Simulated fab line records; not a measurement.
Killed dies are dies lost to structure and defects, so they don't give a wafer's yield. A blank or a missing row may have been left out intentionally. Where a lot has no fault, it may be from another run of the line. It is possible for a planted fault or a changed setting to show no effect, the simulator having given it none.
Problem report, 8D (eight disciplines) form, completed by code / flow n5Finfet / the parts of the form that need people (team, actions taken, sign-off) are left out

1. WHAT WENT WRONG
killedAtFrontEnd at N5_PASSIVATION_PROBE_49 reads a mean of 143 on 3 wafers of 1 lot; wafers without a fault read 37 with a standard deviation of 9.7. Measured from the usual mean, that is +11 standard deviations.
Seen first at day 17 03:00 on prober-02, wafer L851.1. The record has a number at this step for 21 wafers belonging to 7 lots. Rule for "out", or "out of limits": more than 4 standard deviations from the usual mean. Any other wafer with a number is counted as sound.

2. WHAT THIS IS AND IS NOT
question=which readings at this step; is=killedAtFrontEnd, defectLimitedYield, killedDies, sort_bin_5_function, sortNPass, sortYieldPct; is not=killed_at_M0_to_M3, killed_at_M4_up, killedAtContacts, killedAtOther, killedOpen, sort_bin_4_leakage, sort_bin_8_speed
question=which lots; is=L851; is not=L836, L837, L838, L839, L840, L845
question=which wafers of those lots; is=all that have a number; is not=-
question=read on which tools; is=prober-02; is not=prober-01
question=when; is=from day 17 03:00; is not=up to then (18 sound wafers)

3. THE SUSPECTS, EACH WITH WHAT RULES IT OUT
Counting: any tool at a process step up to the reading is kept as a suspect provided that every lot that is out went through it and no sound lot did after the first of them.
- remotePlasma-02 at N5_ILD0_PRECLEAN_10 (cleans in NF3:NH3, afs cycles 5, time 20 s, sublimation time 60 s): kept. It ran the lot that is out, L851 (day 8 09:46), and no sound lot after that; its last sound lot up to then is L839 (day 5 08:58).
- rieMetal-03 at N5_PASSIVATION_AL_ETCH_33 (etches Al in Cl2/BCl3, stops on TaN, target depth 2800 nm, time 466.7 s): kept. It ran the lot that is out, L851 (day 16 21:43), and no sound lot after that; its last sound lot up to then is L845 (day 16 03:38).
- prober-02 at N5_PASSIVATION_PROBE_49: kept. It ran the lot that is out, L851 (day 17 03:00), and no sound lot after that; its last sound lot up to then is L845 (day 16 08:20). Out on those wafers are its own readings of defectLimitedYield, killedAtFrontEnd, killedDies, sort_bin_5_function, sortNPass, sortYieldPct.
Left after counting: remotePlasma-02 at N5_ILD0_PRECLEAN_10, rieMetal-03 at N5_PASSIVATION_AL_ETCH_33, prober-02 at N5_PASSIVATION_PROBE_49.

4. THE CAUSE (what the simulator had put in)
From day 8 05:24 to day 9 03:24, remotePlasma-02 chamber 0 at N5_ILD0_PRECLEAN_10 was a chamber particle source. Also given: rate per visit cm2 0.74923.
After counting, 3 suspects remain, this tool included.

5. THE EFFECT CHAIN, in route order
One row per reading whose mean, taken over the struck wafers that have a number, lies over 3 standard deviations from the usual. Readings are gone through only where the record gives a usual standard deviation; hours: the median, over the lots, of the time from a lot's start at the first step in this table giving one to that lot's start at this step; sigmas: the change measured in usual standard deviations.
hours=0; step=N5_PASSIVATION_PROBE_49; reading=defectLimitedYield; usual=91.5 %; on struck wafers=83.1; change=-8.4; sigmas=-6.5
hours=0; step=N5_PASSIVATION_PROBE_49; reading=killedAtFrontEnd; usual=37; on struck wafers=143; change=+106; sigmas=+11
hours=0; step=N5_PASSIVATION_PROBE_49; reading=killedDies; usual=101; on struck wafers=200; change=+99; sigmas=+6.6
hours=0; step=N5_PASSIVATION_PROBE_49; reading=sort_bin_5_function; usual=5.0 %; on struck wafers=10.9; change=+5.9; sigmas=+6.6
hours=0; step=N5_PASSIVATION_PROBE_49; reading=sortNPass; usual=1079; on struck wafers=980; change=-99; sigmas=-6.2
hours=0; step=N5_PASSIVATION_PROBE_49; reading=sortYieldPct; usual=91.4 %; on struck wafers=83.1; change=-8.3; sigmas=-5.9
It contains these process steps:
- N5_PASSIVATION_PROBE_49

6. WHAT WOULD HAVE CAUGHT IT SOONER
The fault began at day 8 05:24; the first out-of-limits reading in this record came at day 17 03:00, 214 hours later.
By day 17 03:00 the whole set of lots that are out, 1 in number, had already begun N5_ILD0_PRECLEAN_10 on remotePlasma-02. Tool hold at that time: it would have spared none of them.
